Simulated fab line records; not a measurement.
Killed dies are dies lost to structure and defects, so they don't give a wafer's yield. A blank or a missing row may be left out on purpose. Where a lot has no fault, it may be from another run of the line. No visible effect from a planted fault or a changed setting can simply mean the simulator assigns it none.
Split-lot experiment    flow n5-finfet    7 lots, 21 wafers read, on a route of 1938 steps

ON THE SPLIT
At N5_MOL_CONTACT_COAG_COAT_77 (time 60 s, resist thk 10 nm), the setting spin-rpm was moved away from the recipe's 1500 rpm on 6 of the 21 wafers read, by -10.7% to +8.6%. All remaining wafers had this setting at the recipe value.

FROM THE SPLIT TO THE READING: what the file shows between them, 3 steps
- N5_MOL_CONTACT_COAG_COAT_78: resist thk 40 nm
- N5_MOL_CONTACT_COAG_EBR_80
- N5_MOL_CONTACT_COAG_DESCUM_88: chemistry O2, time 7 s

THE READING
etch.depth-nm (the simulator's own value, which no gauge read), in nm, at N5_MOL_CONTACT_COAG_ETCH_89 (etches underlayer in N2/H2, target depth 13 nm, time 10.4 s). No usual value for it is given in the file. Across the 15 wafers here that went through the recipe, the average is 9.992 nm and the standard deviation 0.025 nm.

wafer   tool, chamber at the split  spin-rpm as run, rpm  against the recipe  etch.depth-nm, nm  against lot-mates on the recipe
L075.2  litho-track-03, 0           1500                  recipe              9.962              -
L075.3  litho-track-03, 0           1500                  recipe              9.935              -
L075.4  litho-track-03, 0           1500                  recipe              9.973              -
L081.3  litho-track-01, 0           1561                  +4.1%               9.792              -0.218
L081.5  litho-track-01, 0           1500                  recipe              10.01              -
L081.6  litho-track-01, 0           1561                  +4.1%               9.818              -0.192
L083.3  litho-track-03, 0           1500                  recipe              9.964              -
L083.5  litho-track-03, 0           1340                  -10.7%              10.57              +0.598
L083.6  litho-track-03, 0           1500                  recipe              9.98               -
L085.4  litho-track-03, 0           1500                  recipe              10                 -
L085.5  litho-track-03, 0           1500                  recipe              10                 -
L085.6  litho-track-03, 0           1500                  recipe              10.03              -
L089.1  litho-track-03, 0           1629                  +8.6%               9.585              no lot-mate on the recipe
L089.3  litho-track-03, 0           1629                  +8.6%               9.585              no lot-mate on the recipe
L089.6  litho-track-03, 0           1629                  +8.6%               9.573              no lot-mate on the recipe
L094.1  litho-track-01, 0           1500                  recipe              10.01              -
L094.3  litho-track-01, 0           1500                  recipe              9.98               -
L094.6  litho-track-01, 0           1500                  recipe              10                 -
L096.1  litho-track-02, 0           1500                  recipe              10.02              -
L096.5  litho-track-02, 0           1500                  recipe              10.02              -
L096.4  litho-track-02, 0           1500                  recipe              10                 -

FIT RESULTS
A straight line over all 21 wafers: etch.depth-nm changes by -0.05 nm for each +1% of spin-rpm; r = -0.99; the points scatter about the line by 0.026 nm.
The same after taking each lot's own level away (the mean of its wafers on the recipe; 18 wafers): -0.0547 nm for each +1%; r = -1.00; scatter 0.014 nm.
The reading moves by 0.58 nm for the largest change in spin-rpm, on that fit.
Across the lots, their own levels run from 9.9567 to 10.0133 nm, a range of 2.3 times the standard deviation given above.
The two slopes agree, so the slope changes little with the lot-to-lot level.
Check: for one of the wafers moved furthest among these (-10.7%), held out of the fit, the line's prediction against its lot-mates is +0.538 nm. Against them it came out at +0.598 nm.

THE OTHER SPLITS THESE WAFERS WENT THROUGH
Note: prior to the reading, these wafers also went through further splits. Each is held against what the fit with the lots' levels taken away leaves over:
other split on the same wafers        wafers away from the commonest value  r with etch.depth-nm (lot level and that fit taken away)
N5_SDB_COAT_03 spin-rpm               7                                     -0.28
N5_SDB_CUT_ETCH_26 icp-w              10                                    -0.18
N5_GATE_CUT_COAT_35 spin-rpm          8                                     -0.11
N5_GATE_CUT_COAT_27 spin-rpm          2                                     -0.19
N5_MOL_CONTACT_COAG_COAT_76 spin-rpm  7                                     +0.03

THE WHOLE CHAIN: every reading that the file lists as answering this split, in the file's order
step                         what it does                                                 reading                                                                                         change (the file's fit)                 r (the file's)
N5_MOL_CONTACT_COAG_COAT_77  time 60 s, resist thk 10 nm                                  underlayer_of_MOL_CONTACT_COAG_COAT_77.thk-nm (the simulator's own value, which no gauge read)  -0.0554 nm for each +1% of the setting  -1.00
N5_MOL_CONTACT_COAG_ETCH_89  etches underlayer in N2/H2, target depth 13 nm, time 10.4 s  etch.depth-nm (the simulator's own value, which no gauge read)                                  -0.055 nm for each +1% of the setting   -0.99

THE FILE'S OWN FIT
etch.depth-nm changes by -0.055 nm for each +1% of spin-rpm, r = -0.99.
